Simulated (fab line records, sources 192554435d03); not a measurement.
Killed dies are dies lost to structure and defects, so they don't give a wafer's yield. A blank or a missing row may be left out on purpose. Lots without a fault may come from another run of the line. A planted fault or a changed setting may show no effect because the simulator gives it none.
One fault seen from 2 desks | flow n5_finfet | each desk has only its own numbers; what lay behind them comes last

THE TOOL OWNER'S DESK: pvd_sputter-01
The tool's own readings at N5_BEOL_M2_ANNEAL_93 (time 240 s): means of the sampled wafers that have a number, for each lot that ran on this tool. A lot is out of limits, marked OUT, if its mean lies more than 4 standard deviations from the usual mean; the brackets give that distance.
Columns: A = heater_power_w at N5_BEOL_M2_ANNEAL_93, usual 791 W; B = susceptor_temp_C at N5_BEOL_M2_ANNEAL_93, usual 399.97 C
lot  | first seen here | A   | B
L923 | day 8 04:45     | 760 | 400.18
L927 | day 9 10:04     | 754 | 400.06
L938 | day 13 06:02    | 789 | 399.76
L940 | day 13 09:14    | 769 | 399.88
L939 | day 13 17:21    | 779 | 399.96
L942 | day 14 06:11    | 722 | 400.09
L943 | day 14 13:31    | 763 | 400.04
This desk's finding: nothing out of limits on any of the 7 lots.

THE METROLOGY DESK
What the gauges read, lot by lot, whatever tool the lot ran on: means of the sampled wafers that have a number. A lot is out of limits, marked OUT, if its mean lies more than 4 standard deviations from the usual mean; the brackets give that distance. Of its 10 readings 7 are shown: those that lie furthest out on some lot.
Columns: A = DIBL_N at N5_BEOL_M4_RC_MEAS_101, usual 36.3 mV/V; B = IOFF_N at N5_BEOL_M4_RC_MEAS_101, usual 0.155 nA/um; C = ION_N at N5_BEOL_M4_RC_MEAS_101, usual 672 uA/um; D = ION_P at N5_BEOL_M4_RC_MEAS_101, usual 462 uA/um; E = SS_N at N5_BEOL_M4_RC_MEAS_101, usual 71.5 mV/dec; F = SS_P at N5_BEOL_M4_RC_MEAS_101, usual 73.3 mV/dec; G = VT_N at N5_BEOL_M4_RC_MEAS_101, usual 249.9 mV
lot  | first seen here | A    | B     | C   | D   | E    | F    | G
L923 | day 10 03:50    | 35.6 | 0.141 | 672 | 463 | 71.2 | 72.5 | 252.1
L927 | day 13 01:34    | 36.8 | 0.172 | 679 | 460 | 71.6 | 73.5 | 248.7
L931 | day 14 12:06    | 37.4 | 0.156 | 664 | 451 | 71.6 | 73.3 | 251.6
L932 | day 14 23:47    | 35.6 | 0.153 | 666 | 456 | 70.8 | 73.2 | 249.0
L933 | day 15 10:38    | 36.3 | 0.138 | 659 | 458 | 72.0 | 73.3 | 253.6
L943 | day 16 04:41    | 37.7 | 0.176 | 674 | 464 | 72.3 | 73.4 | 248.5
L938 | day 17 01:21    | 37.6 | 0.160 | 675 | 461 | 71.4 | 73.5 | 249.6
L940 | day 17 06:04    | 37.9 | 0.183 | 684 | 472 | 71.7 | 73.3 | 246.4
L939 | day 17 07:20    | 36.5 | 0.157 | 675 | 466 | 71.2 | 72.9 | 249.4
L942 | day 17 17:07    | 36.0 | 0.158 | 674 | 460 | 71.8 | 73.2 | 249.1
This desk's finding: nothing out of limits on any of the 10 lots.

PUT TOGETHER
The tool owner's desk saw nothing out of limits.
The metrology desk saw nothing out of limits.

WHAT THE SIMULATOR HAD PUT IN
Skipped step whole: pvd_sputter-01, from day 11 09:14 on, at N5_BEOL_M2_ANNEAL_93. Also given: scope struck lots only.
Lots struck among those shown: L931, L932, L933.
